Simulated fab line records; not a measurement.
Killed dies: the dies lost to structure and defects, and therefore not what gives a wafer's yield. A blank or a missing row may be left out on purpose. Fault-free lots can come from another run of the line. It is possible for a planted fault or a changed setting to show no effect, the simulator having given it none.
Which tool was responsible?    flow nandHarc    72 wafers from 24 lots sampled at 3 of the route's 1302 steps

WHAT EACH GAUGE READ, for each wafer
NHARC_A_SLIT_CD_MEAS_21.
lot   measured      on        cdNm (nm)
L076  day 20 21:10  cdSem-03  290.5 290.6 290.0
L075  day 20 17:49  cdSem-03  287.9 289.0 288.4
L074  day 20 17:25  cdSem-03  290.3 287.8 289.7
L079  day 21 21:05  cdSem-03  290.0 288.8 290.0
L077  day 21 17:12  cdSem-03  288.9 290.5 288.5
L078  day 22 02:26  cdSem-03  288.3 289.8 289.1
L081  day 23 09:12  cdSem-03  287.3 288.6 288.9
L080  day 23 08:29  cdSem-01  290.4 290.3 289.4
L082  day 23 12:16  cdSem-03  289.1 289.0 289.2
L083  day 24 00:36  cdSem-02  288.9 289.5 290.1
L086  day 25 02:24  cdSem-01  290.0 289.7 289.8
L087  day 25 10:17  cdSem-03  291.2 289.8 290.6
L085  day 25 06:43  cdSem-01  288.6 287.2 288.1
L084  day 25 14:40  cdSem-03  290.0 289.9 290.6
L088  day 26 07:59  cdSem-02  290.1 290.2 291.1
L091  day 26 04:18  cdSem-01  288.7 288.5 288.5
L089  day 26 04:09  cdSem-03  289.8 290.8 290.3
L090  day 26 18:06  cdSem-01  290.2 290.5 291.6
L093  day 27 15:37  cdSem-02  289.0 289.7 289.3
L092  day 27 13:26  cdSem-02  290.3 291.5 289.8
L094  day 28 19:19  cdSem-02  290.1 289.9 291.0
L096  day 29 14:46  cdSem-03  289.4 289.6 290.0
L095  day 29 14:58  cdSem-03  289.8 290.1 289.6
L097  day 29 18:27  cdSem-02  291.1 289.5 290.0

WHAT TOOL EACH LOT RAN ON (gives the tool, then ch and the chambers of the sampled wafers, and finally the start)
lot   NHARC_A_STAIRCASE_DEP_471        NHARC_A_SLIT_ETCH_26
L076  pecvd-02 ch 1,2, day 19 14:22    harEtch-01 ch 0,1, day 20 19:48
L075  pecvd-03 ch 0,1,2, day 19 14:25  harEtch-02 ch 0,1, day 20 16:29
L074  pecvd-03 ch 0,1,2, day 19 14:46  harEtch-01 ch 0,1, day 20 15:55
L079  pecvd-03 ch 1,2, day 20 21:28    harEtch-01 ch 0,1, day 21 19:40
L077  pecvd-04 ch 1,2, day 20 21:34    harEtch-01 ch 0,1, day 21 15:49
L078  pecvd-04 ch 0,1, day 21 01:59    harEtch-02 ch 0,1, day 22 01:07
L081  pecvd-02 ch 0,1,2, day 22 12:59  harEtch-01 ch 0,1, day 23 07:47
L080  pecvd-03 ch 0,1,2, day 22 13:18  harEtch-02 ch 0,1, day 23 07:09
L082  pecvd-04 ch 0,1,2, day 22 13:30  harEtch-02 ch 0,1, day 23 10:52
L083  pecvd-04 ch 0,2, day 23 04:21    harEtch-02 ch 0,1, day 23 23:10
L086  pecvd-04 ch 0,1,2, day 24 06:19  harEtch-01 ch 0,1, day 25 00:59
L087  pecvd-04 ch 0,1, day 24 10:36    harEtch-02 ch 0,1, day 25 08:52
L085  pecvd-03 ch 0,2, day 24 13:08    harEtch-01 ch 0,1, day 25 05:22
L084  pecvd-03 ch 0,2, day 24 16:02    harEtch-01 ch 0, day 25 13:16
L088  pecvd-03 ch 0,1,2, day 25 08:27  harEtch-02 ch 0,1, day 26 06:34
L091  pecvd-04 ch 0,1, day 25 08:42    harEtch-01 ch 0,1, day 26 02:52
L089  pecvd-03 ch 1,2, day 25 11:13    harEtch-02 ch 0,1, day 26 02:44
L090  pecvd-04 ch 0,1, day 25 19:38    harEtch-02 ch 0,1, day 26 16:44
L093  pecvd-04 ch 0,1,2, day 26 14:57  harEtch-01 ch 0,1, day 27 14:15
L092  pecvd-02 ch 0,1,2, day 26 15:07  harEtch-02 ch 0,1, day 27 12:01
L094  pecvd-03 ch 0,1,2, day 27 19:02  harEtch-01 ch 0,1, day 28 17:57
L096  pecvd-03 ch 0,1,2, day 28 14:05  harEtch-02 ch 0,1, day 29 13:16
L095  pecvd-04 ch 0,1,2, day 28 14:18  harEtch-01 ch 0,1, day 29 13:33
L097  pecvd-03 ch 0,1, day 28 16:49    harEtch-02 ch 0,1, day 29 17:05
- NHARC_A_STAIRCASE_DEP_471: deposits SiO2, target thk 100 nm.
- NHARC_A_SLIT_ETCH_26: etches the open film in C4F8/O2/Ar, time 90 s, target depth 400 nm.

AS READ BY THE TOOLS THEMSELVES (means over the sampled wafers that have a number; for cases with no such wafer, the mark the record gives instead)
NHARC_A_STAIRCASE_DEP_471.
lot   tool      heaterPowerW (W)  throttleValvePct (%)
L076  pecvd-02  563               16.2
L075  pecvd-03  516               15.8
L074  pecvd-03  445               15.7
L079  pecvd-03  449               16.1
L077  pecvd-04  533               15.1
L078  pecvd-04  632               15.8
L081  pecvd-02  537               16.0
L080  pecvd-03  532               15.9
L082  pecvd-04  545               15.4
L083  pecvd-04  565               15.4
L086  pecvd-04  553               15.4
L087  pecvd-04  574               15.8
L085  pecvd-03  514               16.0
L084  pecvd-03  557               16.1
L088  pecvd-03  468               15.8
L091  pecvd-04  592               15.9
L089  pecvd-03  531               16.4
L090  pecvd-04  558               16.0
L093  pecvd-04  574               15.6
L092  pecvd-02  590               16.0
L094  pecvd-03  512               16.0
L096  pecvd-03  513               15.9
L095  pecvd-04  470               15.7
L097  pecvd-03  547               15.7

NHARC_A_SLIT_ETCH_26.
lot   tool        drypumpMotorCurrentA (A)  showerheadPlenumPTorr (Torr)  throttleValvePct (%)
L076  harEtch-01  5.5                       3.65                          27.625
L075  harEtch-02  5.7                       3.72                          27.618
L074  harEtch-01  5.5                       3.65                          27.615
L079  harEtch-01  5.3                       3.62                          27.620
L077  harEtch-01  5.3                       3.62                          27.612
L078  harEtch-02  6.0                       3.71                          27.628
L081  harEtch-01  5.5                       3.63                          27.618
L080  harEtch-02  5.7                       3.70                          27.619
L082  harEtch-02  5.7                       3.70                          27.623
L083  harEtch-02  5.7                       3.69                          27.615
L086  harEtch-01  5.3                       3.60                          27.611
L087  harEtch-02  6.0                       3.68                          27.621
L085  harEtch-01  5.5                       3.62                          27.624
L084  harEtch-01  5.7                       3.64                          27.624
L088  harEtch-02  5.7                       3.67                          27.624
L091  harEtch-01  5.5                       3.61                          27.617
L089  harEtch-02  6.0                       3.67                          27.620
L090  harEtch-02  5.7                       3.67                          27.618
L093  harEtch-01  5.5                       3.59                          27.621
L092  harEtch-02  5.7                       3.66                          27.621
L094  harEtch-01  5.3                       3.57                          27.614
L096  harEtch-02  6.0                       3.65                          27.620
L095  harEtch-01  5.3                       3.56                          27.619
L097  harEtch-02  5.7                       3.65                          27.619

THE ANSWER, worked out from the rows above alone
Rule: usual is defined by the lots themselves. Put in order of their means at a reading, lots are off if they are a third of the lots or fewer, leave a main group of 4 or more, and stand apart from it by a gap of 3 or more times the standard deviation of the main group's means; of several such gaps the widest counts. If all means in a main group match to the digits the tables above print for the reading, that group is not used. Also off: a lot with no number at a reading for which 4 or more lots have one. All remaining lots with rows at the step are treated as sound. First the gauges in route order, then the tools' own readings, where a lot's mean is used as printed above. The first step at which some lot is off is used, and at that step the reading that is off furthest; a lot without a number counts as furthest.
None of the lots is off at any reading shown; this tells nothing.

WHAT THE SIMULATOR HAD INSERTED
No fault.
